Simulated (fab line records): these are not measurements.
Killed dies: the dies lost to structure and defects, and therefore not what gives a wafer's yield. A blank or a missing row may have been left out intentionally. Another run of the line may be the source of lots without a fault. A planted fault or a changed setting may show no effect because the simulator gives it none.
fab line records | flow n5-finfet
[record] lots = 10 | wafers = 30 | last-day = 18
route steps=1938 shown BEOL_M8@1377 BEOL_M9@1403 PASSIVATION@1936
lots with no fault: from the same line, run without faults
start-h: hours from the record's opening day to when the first of the lot's shown wafers began | wait-h: how many hours have passed since the lot's step before this one | " as in the row above | L1.1+2: a row that stands for several wafers | - no value present, or no start provided | * or withheld: withheld | < > ~ a bound
route shown NAME@n: a module of which the file shows steps, and the number in the route of the first | usual: average and standard deviation across the fault-free wafers | same: alike in all rows | chamber/n: place in a boat | sites: each site's reading | _std_site: standard deviation across them | _edge_site: outer sites' mean less inner sites' | radius-mm: for every site, how far away it sits from the centre of the wafer | mask NAME#n: copy n | behind: the tool/chamber that last shaped the wafer | hold: why the lot went on hold/how many hours it stayed there/how the hold came to an end | device: transistor that didn't switch, given as n, p or np | end of line: tests run on the same wafers once the route is complete | for a step that has no rows: nothing shown but its recipe | killed: dies lost to structure and defects at the first sort, not the wafer's yield | map: per-die view of a wafer (x killed, . not killed, _ where there is no die)
set.NAME: the setting the step ran with; set.NAME@STEP: the setting that earlier step ran with | model.NAME: the simulator's own value behind a step, which no gauge read
a sample of lots followed through the steps of the route, with each step as a table and each wafer as a row
services: from which hour (start-h, from the record's first day; less than 0 if before it) a tool's chamber was out of use, for how many hours, and why
[[steps]]
[step N5_BEOL_M8_TRENCH_ETCH_37]
[recipe] chemistry = C4F6/O2 | target-depth-a = 934.78 | target = SiCOH_lowk | time-s = 31.2 | ion-energy-ev = 250 | pressure-mtorr = 30 | source-w = 345 | bias-w = 185 | Ar_flow_sccm = 300 | C4F6_flow_sccm = 10 | O2_flow_sccm = 10
[usual] drypump-motor-current-A = 5.9/0.56 | oes-product-au = 0.80/0.097 | rf-vpp-V = 660/10 | showerhead-plenum-p-Torr = 2.83/0.099 | throttle-valve-pct = 20.82/0.25
lot.wafer | tool        | chamber | start-h | wait-h | drypump-motor-current-A | oes-product-au | rf-hours-counter-h | rf-vpp-V | showerhead-plenum-p-Torr | throttle-valve-pct
L502.1    | rie-diel-06 | 1       | -       | -      | 5.8                     | 0.94           | 5                  | 663      | 2.89                     | 20.49
L502.2    | "           | 2       | "       | "      | 5.3                     | 0.81           | 83                 | 673      | 2.75                     | 20.57
L502.6    | "           | 2       | "       | "      | 5.3                     | 0.81           | -                  | 675      | 2.75                     | 20.56
L507.3    | rie-diel-01 | 0       | -       | -      | 6.2                     | 0.93           | 27                 | 662      | 3.02                     | 20.49
L507.4    | "           | 2       | "       | "      | 6.7                     | 0.74           | 193                | 667      | 2.82                     | 20.82
L507.5    | "           | 1       | "       | "      | 5.3                     | 0.72           | -                  | 667      | 2.81                     | 21.11
L506.1    | rie-diel-01 | 2       | -       | -      | 6.7                     | 0.74           | 193                | 668      | 2.82                     | 20.82
L506.4    | "           | 0       | "       | "      | 6.2                     | 0.93           | 27                 | 663      | 3.02                     | 20.50
L506.5    | "           | 2       | "       | "      | 6.7                     | 0.73           | -                  | 668      | 2.82                     | 20.81
L508.1    | rie-diel-06 | 0       | -       | -      | 6.4                     | 0.71           | 188                | 642      | 2.72                     | 21.11
L508.2    | "           | 2       | "       | "      | 5.3                     | 0.80           | 92                 | 673      | 2.75                     | 20.59
L508.5    | "           | 1       | "       | "      | 5.8                     | 0.89           | -                  | 660      | 2.89                     | 20.53
L510.2    | rie-diel-01 | 0       | -       | -      | 6.2                     | 0.91           | 36                 | 663      | 3.02                     | 20.51
L510.4    | "           | 1       | "       | "      | 5.3                     | 0.71           | 204                | 667      | 2.80                     | 21.13
L510.6    | "           | 3       | "       | "      | 5.9                     | 0.94           | -                  | 649      | 2.89                     | 20.54
L513.3    | rie-diel-01 | 0       | -       | -      | 6.2                     | 0.89           | 46                 | 662      | 3.01                     | 20.55
L513.5    | "           | 3       | "       | "      | 5.9                     | 0.91           | -                  | 647      | 2.89                     | 20.56
L513.6    | "           | 2       | "       | "      | 6.7                     | 0.73           | -                  | 668      | 2.81                     | 20.84
L512.3    | rie-diel-05 | 2       | -       | -      | 5.6                     | 0.76           | 162                | 666      | 2.86                     | 21.03
L512.4    | "           | 1       | "       | "      | 6.0                     | 0.80           | -                  | 662      | 2.76                     | 21.03
L512.5    | "           | 2       | "       | "      | 5.6                     | 0.75           | -                  | 665      | 2.86                     | 21.02
L519.2    | rie-diel-05 | 0       | -       | -      | 5.2                     | 0.95           | 7                  | 676      | 2.88                     | 20.52
L519.4    | "           | 2       | "       | "      | 5.6                     | 0.75           | 166                | 664      | 2.86                     | 21.03
L519.5    | "           | 2       | "       | "      | 5.6                     | 0.75           | -                  | 665      | 2.86                     | 21.02
L520.2    | rie-diel-01 | 2       | -       | -      | 6.7                     | 0.71           | 229                | 668      | 2.81                     | 20.84
L520.3    | "           | 0       | "       | "      | 6.2                     | 0.87           | 62                 | 663      | 3.00                     | 20.56
L520.4    | "           | 2       | "       | "      | 6.7                     | 0.71           | -                  | 668      | 2.80                     | 20.86
L524.1    | rie-diel-06 | 3       | -       | -      | 4.8                     | 0.71           | 206                | 647      | 2.71                     | 20.91
L524.4    | "           | 2       | "       | "      | 5.3                     | 0.76           | 133                | 672      | 2.73                     | 20.64
L524.5    | "           | 2       | "       | "      | 5.3                     | 0.76           | -                  | 673      | 2.73                     | 20.65
[step N5_BEOL_M8_ALD_77]
[recipe] material = TaN | target-thk-a = 20 | temp-c = 275 | ald-precursor-family = PDMAT | ald-co-reactant = NH3 | pressure-torr = 3 | carrier-flow-sccm = 1500 | pulse-time-s = 2 | purge-time-s = 3 | co-reactant-purge-time-s = 2 | co-reactant-pulse-time-s = 3 | ald-cycles = 40 | precursor-vessel-temp-c = 75 | precursor-vessel-pressure-torr = 26.25 | precursor-vessel-carrier-sccm = 1000
[usual] heater-power-w = 412/36 | susceptor-temp-C = 275.01/0.21
lot.wafer | tool         | chamber | start-h | wait-h | heater-power-w | susceptor-temp-C
L502.1    | ald-metal-04 | 2       | 229.68  | 0.3    | 401            | 275.04
L502.2    | "            | 0       | "       | "      | 435            | 274.71
L502.6    | "            | 0       | "       | "      | 439            | 274.92
L507.3    | ald-metal-04 | 2       | 235.97  | 0.1    | 407            | 274.79
L507.4    | "            | 0       | "       | "      | 441            | 275.08
L507.5    | "            | 3       | "       | "      | 454            | 275.20
L506.1    | ald-metal-02 | 0       | 236.55  | 0.1    | 366            | 274.78
L506.4    | "            | 1       | "       | "      | 418            | 274.78
L506.5    | "            | 2       | "       | "      | 426            | 274.96
L508.1    | ald-metal-03 | 2       | 262.87  | 0.1    | 435            | 274.73
L508.2    | "            | 1       | "       | "      | 355            | 275.03
L508.5    | "            | 0       | "       | "      | 495            | 274.76
L510.2    | ald-metal-03 | 1       | 263.76  | 0.0    | 365            | 275.07
L510.4    | "            | 3       | "       | "      | 395            | 274.92
L510.6    | "            | 3       | "       | "      | 398            | 274.91
L513.3    | ald-metal-04 | 0       | 291.22  | 0.0    | 443            | 274.69
L513.5    | "            | 2       | "       | "      | 404            | 274.95
L513.6    | "            | 3       | "       | "      | 445            | 275.00
L512.3    | ald-metal-02 | 3       | 298.70  | 0.1    | 387            | 275.14
L512.4    | "            | 0       | "       | "      | 358            | 274.94
L512.5    | "            | 3       | "       | "      | 391            | 275.05
L519.2    | ald-metal-03 | 2       | 313.53  | 0.0    | 443            | 275.23
L519.4    | "            | 3       | "       | "      | 397            | 274.96
L519.5    | "            | 0       | "       | "      | 490            | 275.19
L520.2    | ald-metal-02 | 3       | 337.44  | 0.0    | 399            | 274.98
L520.3    | "            | 1       | "       | "      | 418            | 274.88
L520.4    | "            | 2       | "       | "      | 427            | 275.22
L524.1    | ald-metal-02 | 0       | 373.03  | 0.1    | 372            | 274.96
L524.4    | "            | 1       | "       | "      | 437            | 274.70
L524.5    | "            | 3       | "       | "      | 387            | 275.00
[step N5_BEOL_M8_PRE_CLEAN_55]
[recipe] gas = NH3 | time-s = 15 | temp-c = withheld | rf-power-w = 300
lot.wafer  | tool     | chamber | start-h | wait-h
L502.1+2+6 | pecvd-01 | 2,1,0   | 232.33  | 0.0
L507.3+4+5 | pecvd-02 | 2,2,0   | 238.10  | 0.0
L506.1+4+5 | pecvd-02 | 1,2,0   | 242.21  | 0.0
L508.1+2+5 | pecvd-02 | 0,2,2   | 264.59  | 0.0
L510.2+4+6 | pecvd-02 | 2,2,1   | 265.78  | 0.0
L513.3+5+6 | pecvd-03 | 1,1,2   | 294.63  | 0.0
L512.3+4+5 | pecvd-01 | 2,2,0   | 302.89  | 0.0
L519.2+4+5 | pecvd-01 | 2,1,0   | 316.61  | 0.0
L520.2+3+4 | pecvd-03 | 0,1,0   | 339.35  | 0.0
L524.1+4+5 | pecvd-02 | 2,2,0   | 374.94  | 0.0
[step N5_BEOL_M8_INSPECT_58]
[recipe] inspect-instrument = darkfield | mode = post-dep
[usual] raw-defect-count = 77/25
lot.wafer | tool              | chamber | start-h | wait-h | raw-defect-count
L502.1    | defect-inspect-02 | -       | 232.45  | 0.0    | 58
L502.2    | "                 | -       | "       | "      | 115
L502.6    | "                 | -       | "       | "      | 82
L507.3    | defect-inspect-01 | -       | 238.22  | 0.0    | 45
L507.4    | "                 | -       | "       | "      | 48
L507.5    | "                 | -       | "       | "      | 50
L506.1    | defect-inspect-01 | -       | 242.33  | 0.0    | 794
L506.4    | "                 | -       | "       | "      | 777
L506.5    | "                 | -       | "       | "      | 855
L508.1    | defect-inspect-01 | -       | 264.71  | 0.0    | 783
L508.2    | "                 | -       | "       | "      | 818
L508.5    | "                 | -       | "       | "      | 762
L510.2    | defect-inspect-02 | -       | 265.90  | 0.0    | 830
L510.4    | "                 | -       | "       | "      | 833
L510.6    | "                 | -       | "       | "      | 805
L513.3    | defect-inspect-02 | -       | 294.75  | 0.0    | 75
L513.5    | "                 | -       | "       | "      | 117
L513.6    | "                 | -       | "       | "      | 91
L512.3    | defect-inspect-02 | -       | 303.01  | 0.0    | 94
L512.4    | "                 | -       | "       | "      | 51
L512.5    | "                 | -       | "       | "      | 110
L519.2    | defect-inspect-02 | -       | 316.73  | 0.0    | 76
L519.4    | "                 | -       | "       | "      | 76
L519.5    | "                 | -       | "       | "      | 69
L520.2    | defect-inspect-01 | -       | 339.47  | 0.0    | 64
L520.3    | "                 | -       | "       | "      | 85
L520.4    | "                 | -       | "       | "      | 57
L524.1    | defect-inspect-02 | -       | 375.06  | 0.0    | 100
L524.4    | "                 | -       | "       | "      | 68
L524.5    | "                 | -       | "       | "      | 87
[step N5_BEOL_M9_THK_MEAS_01]
[recipe] reads = SiCOH_lowk_of_BEOL_M9_ILD_DEP_00
[usual] M9_ILD_THK = 267/3.3
lot.wafer | tool          | chamber | start-h | wait-h | M9_ILD_THK[nm]
L502.1    | film-metro-01 | -       | 233.11  | 0.4    | 266
L502.2    | "             | -       | "       | "      | 264
L502.6    | "             | -       | "       | "      | 267
L507.3    | film-metro-02 | -       | 238.87  | 0.3    | 272
L507.4    | "             | -       | "       | "      | 267
L507.5    | "             | -       | "       | "      | 273
L506.1    | film-metro-01 | -       | 243.10  | 0.4    | 265
L506.4    | "             | -       | "       | "      | 270
L506.5    | "             | -       | "       | "      | 272
L508.1    | film-metro-01 | -       | 265.60  | 0.4    | 262
L508.2    | "             | -       | "       | "      | 263
L508.5    | "             | -       | "       | "      | 267
L510.2    | film-metro-02 | -       | 266.53  | 0.4    | 265
L510.4    | "             | -       | "       | "      | 268
L510.6    | "             | -       | "       | "      | 271
L513.3    | film-metro-02 | -       | 295.38  | 0.3    | 266
L513.5    | "             | -       | "       | "      | 269
L513.6    | "             | -       | "       | "      | 268
L512.3    | film-metro-02 | -       | 303.64  | 0.3    | 262
L512.4    | "             | -       | "       | "      | 270
L512.5    | "             | -       | "       | "      | 265
L519.2    | film-metro-02 | -       | 317.37  | 0.4    | 263
L519.4    | "             | -       | "       | "      | 271
L519.5    | "             | -       | "       | "      | 270
L520.2    | film-metro-01 | -       | 340.09  | 0.4    | 267
L520.3    | "             | -       | "       | "      | 266
L520.4    | "             | -       | "       | "      | 267
L524.1    | film-metro-02 | -       | 375.68  | 0.4    | 260
L524.4    | "             | -       | "       | "      | 269
L524.5    | "             | -       | "       | "      | 271
[step N5_BEOL_M9_INSPECT_13]
[recipe] mode = adi | inspect-instrument = brightfield
[usual] raw-defect-count = 442/100
lot.wafer | tool              | chamber | start-h | wait-h | raw-defect-count
L502.1    | defect-inspect-01 | -       | 236.04  | 0.0    | 510
L502.2    | "                 | -       | "       | "      | 561
L502.6    | "                 | -       | "       | "      | 507
L507.3    | defect-inspect-02 | -       | 242.00  | 0.0    | 435
L507.4    | "                 | -       | "       | "      | 359
L507.5    | "                 | -       | "       | "      | 356
L506.1    | defect-inspect-01 | -       | 244.22  | 0.0    | 1205
L506.4    | "                 | -       | "       | "      | 1120
L506.5    | "                 | -       | "       | "      | 1135
L508.1    | defect-inspect-01 | -       | 266.34  | 0.0    | 1084
L508.2    | "                 | -       | "       | "      | 1199
L508.5    | "                 | -       | "       | "      | 1000
L510.2    | defect-inspect-01 | -       | 270.02  | 0.0    | 1173
L510.4    | "                 | -       | "       | "      | 1159
L510.6    | "                 | -       | "       | "      | 1157
L513.3    | defect-inspect-02 | -       | 296.65  | 0.0    | 466
L513.5    | "                 | -       | "       | "      | 502
L513.6    | "                 | -       | "       | "      | 486
L512.3    | defect-inspect-02 | -       | 304.71  | 0.0    | 323
L512.4    | "                 | -       | "       | "      | 323
L512.5    | "                 | -       | "       | "      | 406
L519.2    | defect-inspect-02 | -       | 318.05  | 0.0    | 440
L519.4    | "                 | -       | "       | "      | 591
L519.5    | "                 | -       | "       | "      | 528
L520.2    | defect-inspect-02 | -       | 341.93  | 0.0    | 411
L520.3    | "                 | -       | "       | "      | 351
L520.4    | "                 | -       | "       | "      | 483
L524.1    | defect-inspect-02 | -       | 376.90  | 0.0    | 369
L524.4    | "                 | -       | "       | "      | 420
L524.5    | "                 | -       | "       | "      | 507
[step N5_PASSIVATION_PROBE_49]
[usual] defect-limited-yield = 91.4/1.4 | killed_at_M0_to_M3 = 33/11 | killed_at_M4_up = 13/5.3 | killed-at-contacts = 13/6.1 | killed-at-front-end = 40/11 | killed-at-other = 2.9/2.7 | killed-dies = 102/17 | killed-on-rim = 14/4.2 | killed-open = 68/13 | killed-short = 32/7.5 | sort_bin_5_function = 5.1/0.98 | sort_bin_6_memory = 3.2/0.69 | sort-n-pass = 1077/21 | sort-yield-pct = 91.3/1.7
[same] gross-dies = 1180 | killed-at-back-side = 0 | sort_bin_4_leakage[%] = 0 | sort_bin_8_speed[%] = 0
lot.wafer | tool      | chamber | start-h | wait-h | defect-limited-yield[%] | killed_at_M0_to_M3 | killed_at_M4_up | killed-at-contacts | killed-at-front-end | killed-at-other | killed-dies | killed-on-rim | killed-open | killed-short | sort_bin_5_function[%] | sort_bin_6_memory[%] | sort-n-pass | sort-yield-pct[%]
L502.1    | prober-02 | -       | 309.07  | 0.0    | 89.7                    | 41                 | 23              | 18                 | 37                  | 3               | 122         | 24            | 86          | 33           | 5.9                    | 4.2                  | 1058        | 89.7
L502.2    | prober-02 | -       | 309.12  | 0.1    | 89.1                    | 43                 | 15              | 17                 | 52                  | 2               | 129         | 15            | 97          | 26           | 6.4                    | 4.0                  | 1051        | 89.1
L502.6    | prober-02 | -       | 309.32  | 0.3    | 91.0                    | 30                 | 15              | 13                 | 37                  | 11              | 106         | 11            | 76          | 28           | 5.3                    | 3.4                  | 1074        | 91.0
L506.1    | prober-02 | -       | 316.17  | 0.0    | 85.3                    | 28                 | 84              | 8                  | 48                  | 5               | 173         | 26            | 52          | 49           | 8.8                    | 3.3                  | 1007        | 85.3
L506.4    | prober-02 | -       | 316.32  | 0.2    | 80.9                    | 25                 | 109             | 22                 | 59                  | 10              | 225         | 32            | 90          | 33           | 11.2                   | 4.6                  | 955         | 80.9
L506.5    | prober-02 | -       | 316.37  | 0.2    | 80.1                    | 25                 | 140             | 11                 | 56                  | 3               | 235         | 24            | 70          | 31           | 11.4                   | 5.3                  | 945         | 80.1
L508.1    | prober-02 | -       | 340.53  | 0.0    | 80.8                    | 29                 | 152             | 8                  | 38                  | 0               | 227         | 18            | 67          | 28           | 12.5                   | 3.8                  | 953         | 80.8
L508.2    | prober-02 | -       | 340.58  | 0.1    | 82.4                    | 26                 | 116             | 17                 | 49                  | 0               | 208         | 30            | 72          | 27           | 10.3                   | 4.3                  | 972         | 82.4
L508.5    | prober-02 | -       | 340.73  | 0.2    | 83.7                    | 36                 | 126             | 6                  | 21                  | 3               | 192         | 25            | 55          | 30           | 10.1                   | 3.6                  | 988         | 83.7
L510.2    | prober-01 | -       | 349.37  | 0.1    | 86.3                    | 10                 | 102             | 7                  | 43                  | 0               | 162         | 22            | 43          | 25           | 8.1                    | 3.1                  | 1018        | 86.3
L510.4    | prober-01 | -       | 349.47  | 0.2    | 83.5                    | 30                 | 118             | 9                  | 37                  | 1               | 195         | 31            | 65          | 25           | 11.1                   | 3.4                  | 985         | 83.5
L510.6    | prober-01 | -       | 349.57  | 0.3    | 88.4                    | 21                 | 84              | 6                  | 24                  | 2               | 137         | 25            | 40          | 21           | 6.7                    | 2.9                  | 1043        | 88.4
L513.3    | prober-02 | -       | 372.43  | 0.1    | 90.9                    | 36                 | 23              | 9                  | 38                  | 1               | 107         | 13            | 77          | 30           | 5.0                    | 3.8                  | 1073        | 90.9
L513.5    | prober-02 | -       | 372.53  | 0.2    | 92.7                    | 36                 | 12              | 5                  | 29                  | 4               | 86          | 14            | 53          | 31           | 4.7                    | 2.5                  | 1094        | 92.7
L513.6    | prober-02 | -       | 372.58  | 0.3    | 91.4                    | 23                 | 20              | 5                  | 52                  | 1               | 101         | 11            | 67          | 32           | 5.2                    | 3.2                  | 1079        | 91.4
L512.3    | prober-02 | -       | 390.38  | 0.1    | 91.6                    | 36                 | 11              | 11                 | 28                  | 13              | 99          | 10            | 66          | 32           | 4.6                    | 3.3                  | 1081        | 91.6
L512.4    | prober-02 | -       | 390.43  | 0.2    | 92.5                    | 28                 | 7               | 13                 | 36                  | 4               | 88          | 19            | 57          | 31           | 3.9                    | 3.2                  | 1092        | 92.5
L512.5    | prober-02 | -       | 390.48  | 0.2    | 90.9                    | 39                 | 12              | 10                 | 41                  | 5               | 107         | 14            | 75          | 30           | 5.3                    | 3.5                  | 1073        | 90.9
L519.2    | prober-02 | -       | 395.53  | 0.1    | 90.7                    | 21                 | 16              | 8                  | 60                  | 5               | 110         | 20            | 68          | 42           | 4.8                    | 4.2                  | 1070        | 90.7
L519.4    | prober-02 | -       | 395.63  | 0.2    | 90.3                    | 22                 | 11              | 23                 | 58                  | 1               | 115         | 12            | 70          | 42           | 5.8                    | 3.4                  | 1065        | 90.3
L519.5    | prober-02 | -       | 395.68  | 0.2    | 91.3                    | 20                 | 13              | 11                 | 56                  | 3               | 103         | 11            | 66          | 37           | 5.5                    | 3.0                  | 1077        | 91.3
L520.2    | prober-01 | -       | 414.94  | 0.1    | 94.4                    | 17                 | 8               | 7                  | 33                  | 1               | 66          | 8             | 40          | 26           | 2.9                    | 2.5                  | 1114        | 94.4
L520.3    | prober-01 | -       | 414.99  | 0.1    | 90.8                    | 32                 | 13              | 16                 | 42                  | 6               | 109         | 16            | 72          | 37           | 6.7                    | 2.3                  | 1071        | 90.8
L520.4    | prober-01 | -       | 415.04  | 0.2    | 92.6                    | 29                 | 11              | 5                  | 38                  | 4               | 87          | 16            | 55          | 30           | 5.3                    | 1.8                  | 1093        | 92.6
// killed by level:class
L502.1 BEOL_M4:geometric-particle:open=16 MOL_CONTACT_COAG:geometric-particle:open=13 DUMMY_GATE:geometric-particle:open=12 BEOL_M0_SAQP:geometric-particle:short=11 BEOL_M3:geometric-particle:open=9 BEOL_M0_SAQP:geometric-particle:open=7 GATE_CUT:geometric-particle:short=6 STARTING-WAFER:geometric-particle:open=6
L502.2 STI_FIN_REVEAL:geometric-particle:open=14 MOL_CONTACT_COAG:geometric-particle:open=14 BEOL_M1:geometric-particle:open=12 BEOL_M0_SAQP:geometric-particle:open=11 BEOL_M4:geometric-particle:open=10 DUMMY_GATE:geometric-particle:open=9 BEOL_M2:geometric-particle:open=6 STARTING-WAFER:geometric-particle:open=6
L502.6 BEOL_M1:geometric-particle:open=10 BEOL_M4:geometric-particle:open=10 STI_FIN_REVEAL:geometric-particle:open=9 DUMMY_GATE:geometric-particle:open=9 MOL_CONTACT_COAG:geometric-particle:open=9 FIN_SAQP:geometric-particle:open=6 BEOL_M0_SAQP:geometric-particle:open=6 PASS1_CAP:geometric-particle:short=5
L506.1 BEOL_M8:unspecified=72 FIN_SAQP:geometric-particle:short=15 FIN_SAQP:geometric-particle:open=14 BEOL_M2:geometric-particle:short=10 MOL_CONTACT_COAG:geometric-particle:open=6 BEOL_M0_SAQP:geometric-particle:open=5 BEOL_M4:geometric-particle:open=5 STI_FIN_REVEAL:geometric-particle:open=3
L506.4 BEOL_M8:unspecified=101 FIN_SAQP:geometric-particle:open=23 MOL_CONTACT_COAG:geometric-particle:open=19 STI_FIN_REVEAL:geometric-particle:open=17 BEOL_M2:geometric-particle:short=8 FIN_SAQP:geometric-particle:short=6 BEOL_M0_SAQP:geometric-particle:open=6 BEOL_M1:geometric-particle:open=4
L506.5 BEOL_M8:unspecified=134 FIN_SAQP:geometric-particle:open=15 MOL_CONTACT_COAG:geometric-particle:open=9 STI_FIN_REVEAL:geometric-particle:open=9 GATE_CUT:geometric-particle:short=7 BEOL_M3:geometric-particle:open=7 FIN_SAQP:geometric-particle:short=6 DUMMY_GATE:geometric-particle:open=6
L508.1 BEOL_M8:unspecified=131 BEOL_M2:geometric-particle:open=10 BEOL_M4:geometric-particle:open=10 FIN_SAQP:geometric-particle:short=9 STI_FIN_REVEAL:geometric-particle:open=9 MOL_CONTACT_COAG:geometric-particle:open=8 BEOL_M0_SAQP:geometric-particle:open=8 FIN_SAQP:geometric-particle:open=4
L508.2 BEOL_M8:unspecified=102 STI_FIN_REVEAL:geometric-particle:open=17 MOL_CONTACT_COAG:geometric-particle:open=13 FIN_SAQP:geometric-particle:open=11 BEOL_M0_SAQP:geometric-particle:short=8 BEOL_M0_SAQP:geometric-particle:open=8 FIN_SAQP:geometric-particle:short=6 BEOL_M4:geometric-particle:open=5
L508.5 BEOL_M8:unspecified=106 BEOL_M2:geometric-particle:open=11 BEOL_M4:geometric-particle:open=11 FIN_SAQP:geometric-particle:short=7 BEOL_M0_SAQP:geometric-particle:short=7 BEOL_M0_SAQP:geometric-particle:open=5 BEOL_M3:geometric-particle:open=5 MOL_CONTACT_COAG:geometric-particle:open=4
L510.2 BEOL_M8:unspecified=93 STI_FIN_REVEAL:geometric-particle:open=14 FIN_SAQP:geometric-particle:short=10 FIN_SAQP:geometric-particle:open=4 MOL_CONTACT_COAG:geometric-particle:open=4 BEOL_M4:geometric-particle:open=4 GATE_CUT:geometric-particle:short=3 MOL_CONTACT_COAG:geometric-particle:short=3
L510.4 BEOL_M8:unspecified=103 FIN_SAQP:geometric-particle:short=12 DUMMY_GATE:geometric-particle:open=7 MOL_CONTACT_COAG:geometric-particle:open=7 BEOL_M0_SAQP:geometric-particle:open=7 BEOL_M2:geometric-particle:open=7 FIN_SAQP:geometric-particle:open=6 STI_FIN_REVEAL:geometric-particle:open=6
L510.6 BEOL_M8:unspecified=74 DUMMY_GATE:geometric-particle:open=7 BEOL_M4:geometric-particle:open=6 MOL_CONTACT_COAG:geometric-particle:open=5 BEOL_M0_SAQP:geometric-particle:short=5 BEOL_M3:geometric-particle:open=4 FIN_SAQP:geometric-particle:short=3 BEOL_M0_SAQP:geometric-particle:open=3
L513.3 BEOL_M0_SAQP:geometric-particle:open=9 BEOL_M3:geometric-particle:open=9 FIN_SAQP:geometric-particle:open=8 DUMMY_GATE:geometric-particle:open=8 MOL_CONTACT_COAG:geometric-particle:open=8 BEOL_M0_SAQP:geometric-particle:short=7 BEOL_M4:geometric-particle:open=7 STI_FIN_REVEAL:geometric-particle:open=6
L513.5 STI_FIN_REVEAL:geometric-particle:open=9 BEOL_M0_SAQP:geometric-particle:short=9 BEOL_M3:geometric-particle:open=8 BEOL_M0_SAQP:geometric-particle:open=6 DUMMY_GATE:geometric-particle:open=5 BEOL_M4:geometric-particle:open=5 STI_FIN_REVEAL:geometric-particle:short=4 BEOL_M4:geometric-particle:short=4
L513.6 FIN_SAQP:geometric-particle:open=14 STI_FIN_REVEAL:geometric-particle:open=12 BEOL_M4:geometric-particle:open=10 FIN_SAQP:geometric-particle:short=9 BEOL_M3:geometric-particle:open=4 MOL_CONTACT_COAG:geometric-particle:open=4 ILD0:geometric-particle:short=3 BEOL_M0_SAQP:geometric-particle:open=3
L512.3 BEOL_M0_SAQP:geometric-particle:open=11 BEOL_M0_SAQP:geometric-particle:short=10 MOL_CONTACT_COAG:geometric-particle:open=9 STARTING-WAFER:geometric-particle:short=7 FIN_SAQP:geometric-particle:open=6 BEOL_M2:geometric-particle:open=6 PASS1_CAP:geometric-particle:open=5 GATE_CUT:geometric-particle:open=4
L512.4 BEOL_M2:geometric-particle:open=12 FIN_SAQP:geometric-particle:open=11 MOL_CONTACT_COAG:geometric-particle:open=10 GATE_CUT:geometric-particle:short=8 BEOL_M0_SAQP:geometric-particle:open=4 BEOL_M0_SAQP:geometric-particle:short=4 STARTING-WAFER:geometric-particle:short=4 STARTING-WAFER:geometric-particle:open=4
L512.5 FIN_SAQP:geometric-particle:open=12 MOL_CONTACT_COAG:geometric-particle:open=9 BEOL_M4:geometric-particle:open=9 FIN_SAQP:geometric-particle:short=8 BEOL_M2:geometric-particle:open=8 BEOL_M0_SAQP:geometric-particle:open=7 BEOL_M0_SAQP:geometric-particle:short=7 BEOL_M1:geometric-particle:open=7
L519.2 FIN_SAQP:geometric-particle:open=14 FIN_SAQP:geometric-particle:short=11 STI_FIN_REVEAL:geometric-particle:open=11 GATE_CUT:geometric-particle:short=9 BEOL_M4:geometric-particle:open=7 MOL_CONTACT_COAG:geometric-particle:open=5 BEOL_M0_SAQP:geometric-particle:open=5 BEOL_M0_SAQP:geometric-particle:short=4
L519.4 FIN_SAQP:geometric-particle:open=23 MOL_CONTACT_COAG:geometric-particle:open=17 FIN_SAQP:geometric-particle:short=12 BEOL_M0_SAQP:geometric-particle:short=7 STI_FIN_REVEAL:geometric-particle:open=5 BEOL_M0_SAQP:geometric-particle:open=5 MOL_CONTACT_COAG:geometric-particle:short=4 ILD0:geometric-particle:short=4
L519.5 STI_FIN_REVEAL:geometric-particle:open=14 FIN_SAQP:geometric-particle:short=14 FIN_SAQP:geometric-particle:open=10 MOL_CONTACT_COAG:geometric-particle:open=9 BEOL_M4:geometric-particle:open=9 GATE_CUT:geometric-particle:short=7 BEOL_M1:geometric-particle:open=6 BEOL_M0_SAQP:geometric-particle:short=5
L520.2 FIN_SAQP:geometric-particle:open=11 MOL_CONTACT_COAG:geometric-particle:open=7 BEOL_M0_SAQP:geometric-particle:short=7 FIN_SAQP:geometric-particle:short=6 STARTING-WAFER:geometric-particle:open=5 BEOL_M0:geometric-particle:open=4 STARTING-WAFER:geometric-particle:short=4 DUMMY_GATE:geometric-particle:open=2
L520.3 FIN_SAQP:geometric-particle:open=13 BEOL_M2:geometric-particle:open=12 MOL_CONTACT_COAG:geometric-particle:open=11 FIN_SAQP:geometric-particle:short=9 STI_FIN_REVEAL:geometric-particle:open=9 BEOL_M0_SAQP:geometric-particle:open=6 MOL_CONTACT_COAG:geometric-particle:short=5 BEOL_M1:geometric-particle:open=5
L520.4 FIN_SAQP:geometric-particle:open=14 FIN_SAQP:geometric-particle:short=8 BEOL_M1:geometric-particle:open=7 BEOL_M3:geometric-particle:open=6 STI_FIN_REVEAL:geometric-particle:open=5 MOL_CONTACT_COAG:geometric-particle:open=4 BEOL_M0_SAQP:geometric-particle:open=4 BEOL_M4:geometric-particle:open=4
[[services]]
tool         | chamber | start-h | hours | kind
rie-diel-06  | -       | 209.18  | 0.3   | repair
rie-diel-06  | -       | 210.01  | 4.8   | repair
ald-metal-03 | -       | 214.41  | 0.8   | repair
pecvd-01     | 0       | 214.42  | 5.7   | repair
rie-diel-06  | 1       | 216.20  | 8.8   | repair
rie-diel-06  | 2       | 216.94  | 4.0   | repair
pecvd-02     | 0       | 223.39  | 11.9  | repair
pecvd-03     | -       | 225.10  | 5.1   | repair
rie-diel-06  | 0       | 227.20  | 14.4  | repair
rie-diel-06  | 2       | 241.76  | 6.5   | repair
pecvd-02     | -       | 246.63  | 2.5   | repair
rie-diel-01  | 1       | 255.42  | 3.4   | repair
rie-diel-01  | 2       | 270.68  | 4.7   | repair
ald-metal-04 | 1       | 274.31  | 5.4   | repair
ald-metal-04 | -       | 311.85  | 2.8   | pm
pecvd-02     | 1       | 315.25  | 3.4   | repair
pecvd-02     | -       | 328.67  | 1.5   | repair
ald-metal-04 | -       | 331.47  | 0.3   | repair
rie-diel-06  | 3       | 333.55  | 2.8   | repair
rie-diel-06  | -       | 334.62  | 0.7   | repair
ald-metal-03 | -       | 337.25  | 14.0  | pm
ald-metal-02 | -       | 350.32  | 2.8   | pm
pecvd-02     | 0       | 359.75  | 7.6   | repair
ald-metal-02 | 2       | 370.59  | 3.1   | repair
[[key]]
[first-sign] step = N5_BEOL_M8_INSPECT_58 | reading = raw-defect-count | direction = up | sigmas = 30 | usual = 77 | struck = 806
[effect] step = N5_BEOL_M9_INSPECT_13 | reading = raw-defect-count | direction = up | sigmas = 6.7 | usual = 442 | struck = 1137
[effect] step = N5_PASSIVATION_PROBE_49 | reading = killed_at_M4_up | direction = up | sigmas = 19 | usual = 13 | struck = 115
[more-kills-born-at] N5_BEOL_M8_PRE_CLEAN_55@pecvd-02 = 916
met-at N5_BEOL_M8_PRE_CLEAN_55
struck-lots L506,L508,L510
not-acting-at N5_BEOL_M8_TRENCH_ETCH_37,N5_BEOL_M8_ALD_77,N5_BEOL_M9_THK_MEAS_01
onset-between 238.10 242.21
[fault] kind = chamber-particle-source | tool = pecvd-02 | chamber = - | onset-h = 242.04 | steps = N5_BEOL_M8_PRE_CLEAN_55 | rate-per-visit-cm2 = 1.1159 | end-h = 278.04
